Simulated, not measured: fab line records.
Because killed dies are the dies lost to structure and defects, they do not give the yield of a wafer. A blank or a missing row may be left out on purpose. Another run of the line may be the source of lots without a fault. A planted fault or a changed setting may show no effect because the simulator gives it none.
fab line records    flow nandHarc    part 1 of 2: steps 1 to 23 of 29
record lots=5  wafers=15  lastDay=24
route steps=1159 shown A_STAIRCASE@593
lots that met no fault: taken from a fault-free run of the same line
startH: start of the lot's first displayed wafer, in hours after the record's first day    waitH: hours elapsed since this lot's preceding step    " the same as in the row above    L1.1+2: several wafers, shown together as one row    - either no value or no given start    * or withheld: withheld    < > ~ a bound
route shown NAME@n: NAME is a module with steps in the file, n the number in the route of the first one    usual: mean and standard deviation over wafers with no fault    same: alike in all rows    chamber/n: place in a boat    sites: readings site by site    _std_site: the values' standard deviation    _edge_site: inner sites' mean taken away from outer sites' mean    radiusMm: for every site, how far away it sits from the centre of the wafer    mask NAME#n: copy n    behind: the most recent tool/chamber to have shaped the wafer    hold: reason for holding the lot/hours on hold/outcome of the hold    device: which transistor (n, p or np) failed to switch    end of line: the route-end tests of the same wafers    a step without rows: its recipe alone    killed: dies lost to structure and defects at the first sort, not the wafer's yield    map: a wafer's dies, x killed, . not, _ none there
set.NAME: the setting that was run; set.NAME@STEP: the one run at that earlier step    model.NAME: the simulator's own value behind a step, which no gauge read
lots at selected steps of the route; one table per step, one row per wafer
services: the hour from which a tool's chamber was out of use, counted from the record's first day as startH (under 0 if before that day), plus the number of hours and why
## steps
# step NHARC_A_STAIRCASE_ETCH_199
# recipe targetDepthA=1000  timeS=40.5  ionEnergyEv=400  c4f8FlowSccm=20  o2FlowSccm=10  arFlowSccm=withheld  rfW=600  biasW=1000  chemistry=C4F8/O2
# usual oesProductAu=0.944/0.01  rfVppV=895/4.4
lot.wafer  tool        chamber  startH  waitH  oesProductAu  rfHoursCounterH  rfVppV
L079.1     rieDiel-06  0        -       -      0.949         8                888
L079.2     "           3        "       "      0.951         8                898
L079.6     "           1        "       "      0.949         -                891
L081.3     rieDiel-07  0        -       -      0.946         21               890
L081.2     "           1        "       "      0.951         21               888
L081.6     "           0        "       "      0.946         -                891
L084.3     rieDiel-09  2        -       -      0.945         12               899
L084.2     "           0        "       "      0.950         16               896
L084.6     "           2        "       "      0.945         -                897
L093.4     rieDiel-09  3        -       -      0.953         34               897
L093.1     "           1        "       "      0.937         31               899
L093.2     "           2        "       "      0.946         30               898
L095.1     rieDiel-06  2        -       -      0.956         44               899
L095.2     "           1        "       "      0.941         44               893
L095.5     "           2        "       "      0.951         -                898
# step NHARC_A_STAIRCASE_TRIM_200
# recipe timeS=211.2  o2FlowSccm=500  arFlowSccm=0  biasW=0  chemistry=O2
# usual drypumpMotorCurrentA=5.9/0.48  oesProductAu=1.003/0.0095  rfVppV=57.8/0.85  showerheadPlenumPTorr=3.50/0.12  throttleValvePct=17.036/0.0093
lot.wafer  tool        chamber  startH  waitH  drypumpMotorCurrentA  oesProductAu  rfHoursCounterH  rfVppV  showerheadPlenumPTorr  throttleValvePct
L079.1     rieDiel-06  3        -       -      6.1                   1.013         8                58.5    3.58                   17.050
L079.2     "           2        "       "      5.0                   1.015         9                58.7    3.61                   17.047
L079.6     "           0        "       "      5.6                   1.010         -                57.6    3.30                   17.032
L081.2     rieDiel-07  2        -       -      5.8                   0.986         20               57.9    3.67                   17.046
L081.3     "           1        "       "      5.8                   1.008         21               58.0    3.33                   17.029
L081.6     "           3        "       "      6.4                   1.003         -                57.3    3.60                   17.032
L084.2     rieDiel-09  0        -       -      4.8                   0.999         16               57.3    3.51                   17.033
L084.3     "           2        "       "      6.2                   0.997         12               57.9    3.60                   17.037
L084.6     "           1        "       "      5.8                   0.989         -                58.1    3.58                   17.021
L093.2     rieDiel-09  3        -       -      6.4                   0.990         34               57.4    3.57                   17.035
L093.4     "           0        "       "      4.8                   1.003         34               58.0    3.50                   17.036
L093.1     "           2        "       "      6.2                   1.001         30               58.6    3.59                   17.042
L095.1     rieDiel-06  1        -       -      6.0                   1.001         44               57.4    3.41                   17.044
L095.2     "           3        "       "      6.1                   1.004         35               60.2    3.56                   17.030
L095.5     "           2        "       "      5.0                   1.008         -                58.1    3.59                   17.023
# step NHARC_A_STAIRCASE_ETCH_201
# recipe targetDepthA=1000  timeS=40.5  ionEnergyEv=400  c4f8FlowSccm=20  o2FlowSccm=10  arFlowSccm=withheld  rfW=600  biasW=1000  chemistry=C4F8/O2
# usual oesProductAu=0.946/0.012  rfVppV=896/4.3
lot.wafer  tool        chamber  startH  waitH  oesProductAu  rfHoursCounterH  rfVppV
L079.1     rieDiel-06  3        -       -      0.944         8                898
L079.2     "           1        "       "      0.949         8                892
L079.6     "           3        "       "      0.947         -                897
L081.2     rieDiel-07  2        -       -      0.951         20               900
L081.3     "           0        "       "      0.967         21               890
L081.6     "           1        "       "      0.963         -                889
L084.2     rieDiel-09  2        -       -      0.949         12               898
L084.3     "           3        "       "      0.947         16               897
L084.6     "           1        "       "      0.925         -                897
L093.2     rieDiel-09  0        -       -      0.959         35               894
L093.1     "           1        "       "      0.950         31               898
L093.4     "           2        "       "      0.952         30               898
L095.2     rieDiel-06  3        -       -      0.938         35               898
L095.1     "           1        "       "      0.929         45               892
L095.5     "           3        "       "      0.931         -                896
# step NHARC_A_STAIRCASE_TRIM_202
# recipe timeS=211.2  o2FlowSccm=500  arFlowSccm=0  biasW=0  chemistry=O2
# usual drypumpMotorCurrentA=5.9/0.48  oesProductAu=1.002/0.0083  rfVppV=57.6/0.96  showerheadPlenumPTorr=3.52/0.12  throttleValvePct=17.037/0.0089
lot.wafer  tool        chamber  startH  waitH  drypumpMotorCurrentA  oesProductAu  rfHoursCounterH  rfVppV  showerheadPlenumPTorr  throttleValvePct
L079.1     rieDiel-06  3        -       -      6.1                   1.001         8                56.8    3.58                   17.032
L079.2     "           0        "       "      5.6                   1.011         8                56.7    3.30                   17.037
L079.6     "           3        "       "      6.1                   1.009         -                57.5    3.58                   17.033
L081.3     rieDiel-07  2        -       -      5.8                   0.996         20               58.0    3.67                   17.044
L081.2     "           0        "       "      6.6                   1.014         21               58.0    3.39                   17.030
L081.6     "           1        "       "      5.8                   1.014         -                59.0    3.33                   17.038
L084.2     rieDiel-09  1        -       -      5.8                   0.983         13               58.9    3.58                   17.031
L084.3     "           3        "       "      6.3                   0.980         16               57.1    3.58                   17.037
L084.6     "           1        "       "      5.8                   0.992         -                56.5    3.58                   17.021
L093.2     rieDiel-09  1        -       -      5.8                   0.999         31               55.2    3.57                   17.025
L093.1     "           2        "       "      6.2                   1.015         30               56.2    3.59                   17.035
L093.4     "           0        "       "      4.8                   1.006         35               56.4    3.50                   17.054
L095.2     rieDiel-06  3        -       -      6.1                   1.000         35               58.3    3.56                   17.021
L095.1     "           1        "       "      6.1                   0.992         45               56.4    3.41                   17.034
L095.5     "           3        "       "      6.1                   1.002         -                57.8    3.56                   17.031
# step NHARC_A_STAIRCASE_ETCH_203
# recipe targetDepthA=1000  timeS=40.5  ionEnergyEv=400  c4f8FlowSccm=20  o2FlowSccm=10  arFlowSccm=withheld  rfW=600  biasW=1000  chemistry=C4F8/O2
# usual oesProductAu=0.944/0.011  rfVppV=895/4.4
lot.wafer  tool        chamber  startH  waitH  oesProductAu  rfHoursCounterH  rfVppV
L079.2     rieDiel-06  2        -       -      0.948         9                899
L079.1     "           0        "       "      0.954         8                888
L079.6     "           1        "       "      0.947         -                893
L081.2     rieDiel-07  0        -       -      0.948         21               891
L081.3     "           1        "       "      0.953         21               888
L081.6     "           3        "       "      0.959         -                900
L084.3     rieDiel-09  2        -       -      0.958         12               897
L084.2     "           3        "       "      0.947         16               897
L084.6     "           3        "       "      0.953         -                897
L093.1     rieDiel-09  1        -       -      0.932         31               899
L093.2     "           2        "       "      0.937         30               898
L093.4     "           3        "       "      0.928         34               897
L095.1     rieDiel-06  3        -       -      0.933         35               897
L095.2     "           1        "       "      0.925         45               892
L095.5     "           3        "       "      0.930         -                898
# step NHARC_A_STAIRCASE_STRIP_205
# recipe powerW=1500  tempC=250  chemistry=O2
# usual drypumpMotorCurrentA=6.23/0.091  heaterPowerW=328/14  rfReflPowerW=25/11
lot.wafer  tool            chamber  startH  waitH  drypumpMotorCurrentA  heaterPowerW  rfHoursCounterH  rfReflPowerW
L079.2     plasmaAsher-02  0        266.73  0.1    6.26                  326           24               19
L079.1     "               1        "       "      6.42                  347           24               24
L079.6     "               1        "       "      6.39                  338           -                23
L081.2     plasmaAsher-02  1        282.90  0.1    6.37                  345           32               25
L081.3     "               1        "       "      6.40                  346           -                24
L081.6     "               0        "       "      6.19                  330           -                19
L084.2     plasmaAsher-01  0        302.78  0.1    6.23                  314           5                14
L084.3     "               0        "       "      6.24                  314           -                14
L084.6     "               1        "       "      6.13                  314           -                44
L093.2     plasmaAsher-01  0        351.56  0.1    6.17                  311           21               14
L093.1     "               1        "       "      6.11                  319           21               44
L093.4     "               0        "       "      6.18                  323           -                14
L095.2     plasmaAsher-01  1        361.40  0.1    6.16                  324           23               46
L095.1     "               0        "       "      6.19                  320           23               14
L095.5     "               1        "       "      6.12                  325           -                46
# step NHARC_A_STAIRCASE_STRIP_206
# recipe timeS=900  tempC=130  chemistry=SPM
# usual bathGuardTempC=130.0/0.54
lot.wafer  tool         chamber  startH  waitH  bathGuardTempC
L079.2     wetBench-01  3        267.10  0.3    129.5
L079.1     "            4        "       "      129.6
L079.6     "            5        "       "      129.7
L081.2     wetBench-01  4        283.26  0.3    129.8
L081.3     "            5        "       "      129.5
L081.6     "            6        "       "      129.1
L084.3     wetBench-06  0        303.16  0.2    130.0
L084.6     "            1        "       "      130.9
L084.2     "            2        "       "      130.1
L093.2     wetBench-02  6        351.96  0.4    129.5
L093.1     "            7        "       "      130.0
L093.4     "            0        "       "      129.1
L095.5     wetBench-01  4        361.76  0.1    129.7
L095.1     "            7        "       "      130.0
L095.2     "            1        "       "      130.2
# step NHARC_A_STAIRCASE_PRECLEAN_207
# recipe timeS=*  tempC=50  bathAgeMin=0  chemistry=SC1
# usual bathGuardTempC=50.0/0.53
lot.wafer  tool         chamber  startH  waitH  bathGuardTempC
L079.2     wetBench-01  3        -       -      49.4
L079.1     "            4        "       "      49.7
L079.6     "            5        "       "      49.7
L081.2     wetBench-01  4        -       -      49.6
L081.3     "            5        "       "      49.7
L081.6     "            6        "       "      49.1
L084.3     wetBench-06  0        -       -      49.3
L084.6     "            1        "       "      50.6
L084.2     "            2        "       "      50.1
L093.2     wetBench-02  6        -       -      50.2
L093.1     "            7        "       "      50.2
L093.4     "            0        "       "      49.6
L095.5     wetBench-01  4        -       -      49.4
L095.1     "            7        "       "      50.0
L095.2     "            1        "       "      50.4
# step NHARC_A_STAIRCASE_SRD_208
lot.wafer   tool         chamber  startH  waitH
L079.2+1+6  wetBench-01  3,4,5    -       -
L081.2+3+6  wetBench-01  4,5,6    -       -
L084.3+6+2  wetBench-06  0,1,2    -       -
L093.2+1+4  wetBench-02  6,7,0    -       -
L095.5+1+2  wetBench-01  4,7,1    -       -
# step NHARC_A_STAIRCASE_DEHYDRATE_209
# recipe tempC=150  timeS=120
lot.wafer   tool           chamber  startH  waitH
L079.1+2+6  lithoTrack-03  0        267.55  -
L081.2+3+6  lithoTrack-07  0        283.70  -
L084.2+3+6  lithoTrack-03  0        303.60  -
L093.1+2+4  lithoTrack-07  0        352.45  -
L095.1+2+5  lithoTrack-02  0        362.22  -
# step NHARC_A_STAIRCASE_HMDS_210
# recipe timeS=30
lot.wafer   tool           chamber  startH  waitH
L079.1+2+6  lithoTrack-03  0        -       -
L081.2+3+6  lithoTrack-07  0        -       -
L084.2+3+6  lithoTrack-03  0        -       -
L093.1+2+4  lithoTrack-07  0        -       -
L095.1+2+5  lithoTrack-02  0        -       -
# step NHARC_A_STAIRCASE_COAT_211
# recipe spinRpm=1200
lot.wafer   tool           chamber  startH  waitH
L079.1+2+6  lithoTrack-03  0        -       -
L081.2+3+6  lithoTrack-07  0        -       -
L084.2+3+6  lithoTrack-03  0        -       -
L093.1+2+4  lithoTrack-07  0        -       -
L095.1+2+5  lithoTrack-02  0        -       -
# step NHARC_A_STAIRCASE_SOFTBAKE_212
# recipe tempC=135  timeS=170
lot.wafer   tool           chamber  startH  waitH
L079.1+2+6  lithoTrack-03  0        -       -
L081.2+3+6  lithoTrack-07  0        -       -
L084.2+3+6  lithoTrack-03  0        -       -
L093.1+2+4  lithoTrack-07  0        -       -
L095.1+2+5  lithoTrack-02  0        -       -
# step NHARC_A_STAIRCASE_EBR_213
lot.wafer   tool           chamber  startH  waitH
L079.1+2+6  lithoTrack-03  0        -       -
L081.2+3+6  lithoTrack-07  0        -       -
L084.2+3+6  lithoTrack-03  0        -       -
L093.1+2+4  lithoTrack-07  0        -       -
L095.1+2+5  lithoTrack-02  0        -       -
# step NHARC_A_STAIRCASE_EXPOSE_214
# recipe na=0.5  doseMj=31.26  maskId=STAIR_3
# usual reticleTempC=23.00/0.11  stageVelMmS=500.07/0.24
lot.wafer  tool           chamber  startH  waitH  mask       reticleTempC  stageVelMmS
L079.1     krfScanner-03  0        267.88  -      STAIR_3#0  23.06         500.22
L079.2     "              0        "       "      STAIR_3#0  22.98         499.60
L079.6     "              0        "       "      STAIR_3#0  23.05         499.61
L081.2     krfScanner-01  0        283.91  -      STAIR_3#0  23.10         500.43
L081.3     "              0        "       "      STAIR_3#0  23.00         500.08
L081.6     "              0        "       "      STAIR_3#0  23.12         500.09
L084.2     krfScanner-01  0        303.81  -      STAIR_3#0  22.97         500.52
L084.3     "              0        "       "      STAIR_3#0  23.08         500.38
L084.6     "              0        "       "      STAIR_3#0  22.95         500.31
L093.1     krfScanner-03  0        352.78  -      STAIR_3#0  23.14         500.28
L093.2     "              0        "       "      STAIR_3#0  22.96         500.05
L093.4     "              0        "       "      STAIR_3#0  23.05         500.38
L095.1     krfScanner-04  0        362.43  -      STAIR_3#0  23.06         499.75
L095.2     "              0        "       "      STAIR_3#0  23.01         500.09
L095.5     "              0        "       "      STAIR_3#0  22.82         499.94
# step NHARC_A_STAIRCASE_PEB_215
# recipe pebTempC=115  pebTimeS=130
lot.wafer   tool           chamber  startH  waitH
L079.1+2+6  lithoTrack-07  0        267.96  0.1
L081.2+3+6  lithoTrack-02  0        283.98  0.1
L084.2+3+6  lithoTrack-02  0        303.87  0.1
L093.1+2+4  lithoTrack-02  0        352.85  0.1
L095.1+2+5  lithoTrack-03  0        362.49  0.1
# step NHARC_A_STAIRCASE_DEVELOP_216
# recipe timeS=140
lot.wafer   tool           chamber  startH  waitH
L079.1+2+6  lithoTrack-07  0        -       -
L081.2+3+6  lithoTrack-02  0        -       -
L084.2+3+6  lithoTrack-02  0        -       -
L093.1+2+4  lithoTrack-02  0        -       -
L095.1+2+5  lithoTrack-03  0        -       -
# step NHARC_A_STAIRCASE_HARDBAKE_218
# recipe tempC=120  timeS=140
lot.wafer   tool           chamber  startH  waitH
L079.1+2+6  lithoTrack-03  0        268.18  -
L081.2+3+6  lithoTrack-07  0        284.20  -
L084.2+3+6  lithoTrack-02  0        304.10  -
L093.1+2+4  lithoTrack-03  0        353.06  -
L095.1+2+5  lithoTrack-03  0        362.72  -
# step NHARC_A_STAIRCASE_DESCUM_219
# recipe timeS=3  o2FlowSccm=200  arFlowSccm=0  biasPowerW=0  chemistry=O2
# usual drypumpMotorCurrentA=5.8/0.52  oesProductAu=1.003/0.008  rfVppV=57.7/0.95  showerheadPlenumPTorr=1.90/0.064  throttleValvePct=11.311/0.0085
lot.wafer  tool        chamber  startH  waitH  drypumpMotorCurrentA  oesProductAu  rfHoursCounterH  rfVppV  showerheadPlenumPTorr  throttleValvePct
L079.1     rieDiel-07  1        268.35  -      5.7                   1.012         14               56.3    1.80                   11.307
L079.2     "           3        "       "      6.4                   1.011         13               57.1    1.96                   11.321
L079.6     "           0        "       "      6.5                   0.996         -                58.2    1.84                   11.307
L081.2     rieDiel-09  0        284.30  -      4.8                   0.992         11               59.2    1.90                   11.308
L081.3     "           2        "       "      6.2                   1.010         9                59.0    1.95                   11.307
L081.6     "           2        "       "      6.2                   0.996         -                58.3    1.95                   11.328
L084.3     rieDiel-06  0        304.48  -      5.6                   0.998         21               57.2    1.78                   11.301
L084.2     "           1        "       "      6.0                   0.991         22               58.3    1.85                   11.318
L084.6     "           1        "       "      6.1                   0.994         -                57.3    1.85                   11.305
L093.2     rieDiel-06  1        353.15  -      6.0                   1.005         42               57.8    1.85                   11.297
L093.1     "           3        "       "      6.1                   1.001         32               57.4    1.93                   11.311
L093.4     "           3        "       "      6.1                   1.004         -                58.1    1.93                   11.324
L095.2     rieDiel-09  2        362.81  -      6.2                   1.000         33               58.6    1.95                   11.316
L095.1     "           1        "       "      5.8                   0.990         34               57.7    1.94                   11.313
L095.5     "           2        "       "      6.2                   0.993         -                57.8    1.95                   11.311
# step NHARC_A_STAIRCASE_TRIM_220
# recipe timeS=211.2  o2FlowSccm=500  arFlowSccm=0  biasW=0  chemistry=O2
# usual drypumpMotorCurrentA=5.8/0.51  oesProductAu=1.003/0.0079  rfVppV=57.8/0.88  showerheadPlenumPTorr=3.52/0.11  throttleValvePct=17.037/0.0088
lot.wafer  tool        chamber  startH  waitH  drypumpMotorCurrentA  oesProductAu  rfHoursCounterH  rfVppV  showerheadPlenumPTorr  throttleValvePct
L079.1     rieDiel-07  0        268.46  0.1    6.6                   1.013         14               58.3    3.40                   17.036
L079.2     "           1        "       "      5.8                   1.011         14               55.7    3.34                   17.017
L079.6     "           3        "       "      6.4                   1.008         -                58.7    3.60                   17.040
L081.3     rieDiel-09  3        284.47  0.2    6.3                   0.993         10               57.3    3.59                   17.034
L081.2     "           2        "       "      6.2                   1.001         9                59.7    3.60                   17.029
L081.6     "           3        "       "      6.4                   0.988         -                57.3    3.59                   17.038
L084.2     rieDiel-06  0        304.62  0.1    5.6                   1.008         21               56.6    3.29                   17.035
L084.3     "           1        "       "      6.0                   1.010         22               57.7    3.42                   17.035
L084.6     "           0        "       "      5.7                   1.012         -                58.5    3.29                   17.037
L093.2     rieDiel-06  2        353.26  0.1    5.0                   1.007         41               57.3    3.59                   17.036
L093.1     "           3        "       "      6.1                   1.008         32               56.5    3.56                   17.050
L093.4     "           2        "       "      5.0                   1.010         -                57.4    3.59                   17.032
L095.2     rieDiel-09  1        364.84  2.0    5.8                   1.007         36               57.6    3.57                   17.034
L095.1     "           2        "       "      6.2                   1.008         35               57.2    3.58                   17.034
L095.5     "           0        "       "      4.8                   1.010         -                59.0    3.50                   17.046
# step NHARC_A_STAIRCASE_ETCH_221
# recipe targetDepthA=1000  timeS=40.5  ionEnergyEv=400  c4f8FlowSccm=20  o2FlowSccm=10  arFlowSccm=withheld  rfW=600  biasW=1000  chemistry=C4F8/O2
# usual oesProductAu=0.937/0.011  rfVppV=896/4
lot.wafer  tool        chamber  startH  waitH  oesProductAu  rfHoursCounterH  rfVppV
L079.1     rieDiel-07  0        -       -      0.927         14               890
L079.2     "           2        "       "      0.935         14               902
L079.6     "           3        "       "      0.931         -                898
L081.2     rieDiel-09  3        -       -      0.918         10               897
L081.3     "           2        "       "      0.932         9                897
L081.6     "           0        "       "      0.930         -                895
L084.2     rieDiel-06  1        -       -      0.922         22               892
L084.3     "           2        "       "      0.943         21               899
L084.6     "           1        "       "      0.927         -                891
L093.2     rieDiel-06  1        -       -      0.927         42               892
L093.1     "           3        "       "      0.943         32               896
L093.4     "           2        "       "      0.938         -                898
L095.2     rieDiel-09  1        -       -      0.926         37               897
L095.1     "           0        "       "      0.933         41               895
L095.5     "           1        "       "      0.915         -                897
# step NHARC_A_STAIRCASE_TRIM_222
# recipe timeS=211.2  o2FlowSccm=500  arFlowSccm=0  biasW=0  chemistry=O2
# usual drypumpMotorCurrentA=5.8/0.51  oesProductAu=1.003/0.0077  rfVppV=57.7/0.89  showerheadPlenumPTorr=3.51/0.11  throttleValvePct=17.036/0.0093
lot.wafer  tool        chamber  startH  waitH  drypumpMotorCurrentA  oesProductAu  rfHoursCounterH  rfVppV  showerheadPlenumPTorr  throttleValvePct
L079.2     rieDiel-07  0        -       -      6.6                   1.010         14               56.8    3.40                   17.028
L079.1     "           1        "       "      5.8                   1.013         14               56.2    3.34                   17.035
L079.6     "           0        "       "      6.6                   1.010         -                56.0    3.40                   17.042
L081.2     rieDiel-09  0        -       -      4.8                   0.999         11               58.7    3.51                   17.024
L081.3     "           2        "       "      6.2                   1.003         10               58.8    3.60                   17.031
L081.6     "           2        "       "      6.2                   1.002         -                57.9    3.60                   17.042
L084.3     rieDiel-06  1        -       -      6.0                   1.003         22               59.5    3.42                   17.033
L084.2     "           0        "       "      5.6                   1.013         22               57.1    3.29                   17.044
L084.6     "           0        "       "      5.6                   1.010         -                54.9    3.29                   17.052
L093.1     rieDiel-06  2        -       -      5.0                   1.002         42               59.0    3.59                   17.039
L093.2     "           3        "       "      6.1                   1.005         32               58.0    3.56                   17.030
L093.4     "           3        "       "      6.1                   0.998         -                58.4    3.56                   17.028
L095.1     rieDiel-09  0        -       -      4.8                   0.994         41               57.1    3.50                   17.033
L095.2     "           2        "       "      6.2                   1.011         36               55.7    3.58                   17.042
L095.5     "           2        "       "      6.2                   0.999         -                58.5    3.58                   17.033
# step NHARC_A_STAIRCASE_ETCH_223
# recipe targetDepthA=1000  timeS=40.5  ionEnergyEv=400  c4f8FlowSccm=20  o2FlowSccm=10  arFlowSccm=withheld  rfW=600  biasW=1000  chemistry=C4F8/O2
# usual oesProductAu=0.938/0.0097  rfVppV=895/4.1
lot.wafer  tool        chamber  startH  waitH  oesProductAu  rfHoursCounterH  rfVppV
L079.1     rieDiel-07  2        -       -      0.934         14               901
L079.2     "           1        "       "      0.935         15               890
L079.6     "           2        "       "      0.934         -                901
L081.2     rieDiel-09  2        -       -      0.938         10               899
L081.3     "           0        "       "      0.938         11               896
L081.6     "           0        "       "      0.931         -                895
L084.3     rieDiel-06  1        -       -      0.934         22               892
L084.2     "           2        "       "      0.942         22               898
L084.6     "           2        "       "      0.939         -                899
L093.1     rieDiel-06  2        -       -      0.945         42               899
L093.2     "           1        "       "      0.937         42               891
L093.4     "           1        "       "      0.933         -                892
L095.2     rieDiel-09  2        -       -      0.938         36               898
L095.1     "           1        "       "      0.927         37               896
L095.5     "           1        "       "      0.926         -                897
